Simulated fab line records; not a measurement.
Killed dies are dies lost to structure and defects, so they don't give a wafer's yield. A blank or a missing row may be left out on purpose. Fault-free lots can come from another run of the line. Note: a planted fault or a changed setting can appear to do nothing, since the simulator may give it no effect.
Which of the tools did it? -- flow nand_harc -- 42 wafers from 14 lots sampled at 5 of the route's 1159 steps

## WHAT THE GAUGES SHOWED, per wafer
NHARC_P_BONDPAD_INSPECT_23.
lot,measured,on,raw_defect_count
L660,day 6 18:36,defect_inspect-02,349 388 409
L661,day 7 01:20,defect_inspect-01,248 249 389
L664,day 7 14:13,defect_inspect-01,545 317 339
L666,day 7 16:53,defect_inspect-01,288 327 373
L665,day 7 17:11,defect_inspect-02,231 414 295
L667,day 8 05:13,defect_inspect-02,212 264 246
L669,day 8 22:06,defect_inspect-02,492 277 311
L671,day 9 05:17,defect_inspect-02,404 328 244
L670,day 9 06:05,defect_inspect-01,453 618 442
L674,day 9 18:42,defect_inspect-02,204 263 210
L672,day 9 20:29,defect_inspect-02,210 243 281
L676,day 10 13:43,defect_inspect-01,589 386 237
L679,day 11 07:25,defect_inspect-01,296 322 391
L682,day 12 04:01,defect_inspect-02,369 177 246

NHARC_A_ONON_D1_THK_MEAS_08: measures by ellipsometry.
lot,measured,on,thk_nm (nm)
L660,day 7 21:31,film_metro-01,996 994 993
L661,day 8 02:21,film_metro-01,1009 1008 1010
L664,day 8 14:07,film_metro-02,1008 1006 1006
L666,day 8 17:53,film_metro-01,1011 1011 1012
L665,day 8 17:53,film_metro-02,998 997 997
L667,day 9 06:16,film_metro-01,996 996 995
L669,day 9 23:21,film_metro-01,1000 998 1001
L671,day 10 06:46,film_metro-01,1021 1021 1022
L670,day 10 06:46,film_metro-02,993 991 993
L674,day 10 19:36,film_metro-02,1005 1005 1004
L672,day 10 19:35,film_metro-01,994 997 996
L676,day 11 15:01,film_metro-02,652 651 651
L679,day 12 09:10,film_metro-02,671 671 673
L682,day 13 02:01,film_metro-02,994 994 993

NHARC_END_SORT_01.
lot,measured,on,killed_at_array,killed_at_other,killed_at_periphery,killed_dies,killed_open,killed_short
L676,day 23 15:52,prober-02,672 673 675,0 0 2,5 4 0,677 677 677,2 6 1,2 3 1
L679,day 24 07:35,prober-02,674 671 676,0 1 0,3 5 1,677 677 677,4 4 5,1 1 1

## TOOL THAT RAN EACH LOT (tool first, then ch and the chambers of the sampled wafers, then the start)
lot,NHARC_A_ONON_D1_DEP_06,NHARC_A_CHANNEL_HOLE_D1_DEP_01
L660,"pecvd_onon-02 ch 0, day 7 21:04","pecvd-03 ch 0,1, day 8 15:01"
L661,"pecvd_onon-02 ch 0, day 8 01:53","pecvd-02 ch 0,1,2, day 8 15:04"
L664,"pecvd_onon-03 ch 0, day 8 13:40","pecvd-01 ch 0,1,2, day 9 04:22"
L666,"pecvd_onon-01 ch 0, day 8 17:26","pecvd-02 ch 0,2, day 9 07:41"
L665,"pecvd_onon-03 ch 0, day 8 17:29","pecvd-03 ch 1,2, day 9 07:32"
L667,"pecvd_onon-02 ch 0, day 9 05:47","pecvd-03 ch 0,1,2, day 9 19:32"
L669,"pecvd_onon-02 ch 0, day 9 22:50","pecvd-01 ch 0,1,2, day 10 18:03"
L671,"pecvd_onon-01 ch 0, day 10 06:19","pecvd-01 ch 0,2, day 10 20:44"
L670,"pecvd_onon-03 ch 0, day 10 06:22","pecvd-02 ch 0,2, day 10 21:14"
L674,"pecvd_onon-02 ch 0, day 10 19:08","pecvd-03 ch 0,2, day 11 10:20"
L672,"pecvd_onon-01 ch 0, day 10 19:05","pecvd-03 ch 0,1, day 11 09:28"
L676,"pecvd_onon-03 ch 0, day 11 14:33",-
L679,"pecvd_onon-03 ch 0, day 12 08:43",-
L682,"pecvd_onon-01 ch 0, day 13 01:37","pecvd-01 ch 0,1,2, day 13 17:12"
- NHARC_A_ONON_D1_DEP_06: target thk 1000 nm.
- NHARC_A_CHANNEL_HOLE_D1_DEP_01: deposits SiON, target thk 140 nm.

## WHAT THE TOOLS THEMSELVES READ (means of the sampled wafers that have a number; where no wafer has one, the mark that the record gives instead)
NHARC_A_ONON_D1_DEP_06.
lot,tool,n2o_flow_sccm (sccm),nh3_flow_sccm (sccm)
L660,pecvd_onon-02,2001,498.4
L661,pecvd_onon-02,2000,500.3
L664,pecvd_onon-03,1990,499.6
L666,pecvd_onon-01,1995,500.5
L665,pecvd_onon-03,2005,500.1
L667,pecvd_onon-02,2002,499.5
L669,pecvd_onon-02,2000,500.8
L671,pecvd_onon-01,1995,500.9
L670,pecvd_onon-03,2002,502.8
L674,pecvd_onon-02,2004,498.9
L672,pecvd_onon-01,2004,497.1
L676,pecvd_onon-03,2001,499.9
L679,pecvd_onon-03,2000,498.5
L682,pecvd_onon-01,1998,499.9

NHARC_A_CHANNEL_HOLE_D1_DEP_01.
lot,tool,heater_power_w (W)
L660,pecvd-03,750
L661,pecvd-02,722
L664,pecvd-01,796
L666,pecvd-02,614
L665,pecvd-03,972
L667,pecvd-03,864
L669,pecvd-01,799
L671,pecvd-01,803
L670,pecvd-02,590
L674,pecvd-03,944
L672,pecvd-03,739
L682,pecvd-01,869

## THE ANSWER, worked out from the rows above alone
Rule: the usual values come from the lots themselves. The widest of any qualifying gaps counts: lots, ordered by their means at a reading, are off when they make up no more than a third of the lots, leave a main group of 4 or more, and stand apart from it by 3 or more times the standard deviation of that group's means. A main group whose means are all the same, to the digits that the tables above print for the reading, isn't used. A lot without any number at a reading at which 4 lots or more have one is off too. Where the step has rows for the other lots, those lots are counted as sound. The gauges are gone through in route order, then the tools' own readings, and for those a lot's mean is taken as printed above. The first step at which some lot is off is used, and at that step the reading that is off furthest; a lot without a number counts as furthest.
Off at NHARC_A_ONON_D1_THK_MEAS_08 (thk_nm): L676, L679. The main group: mean 1002 nm, standard deviation 8.5.
A tool fits if, at a process step before that reading, it ran every lot that is off, and no sound lot after the first of them. The gauges at NHARC_A_ONON_D1_THK_MEAS_08 are tried like those tools. One fits: NHARC_A_ONON_D1_DEP_06 on pecvd_onon-03. A fault onset in the window from L670 (day 10 06:22, its last sound lot) to L676 (day 11 14:33, its first lot off) fits.

## WHAT WAS PUT IN BY THE SIMULATOR
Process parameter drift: pecvd_onon-03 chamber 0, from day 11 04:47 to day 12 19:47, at NHARC_A_ONON_D1_DEP_06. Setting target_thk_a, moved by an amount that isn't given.
Struck lots among those shown: L676, L679. The rule above found the same.
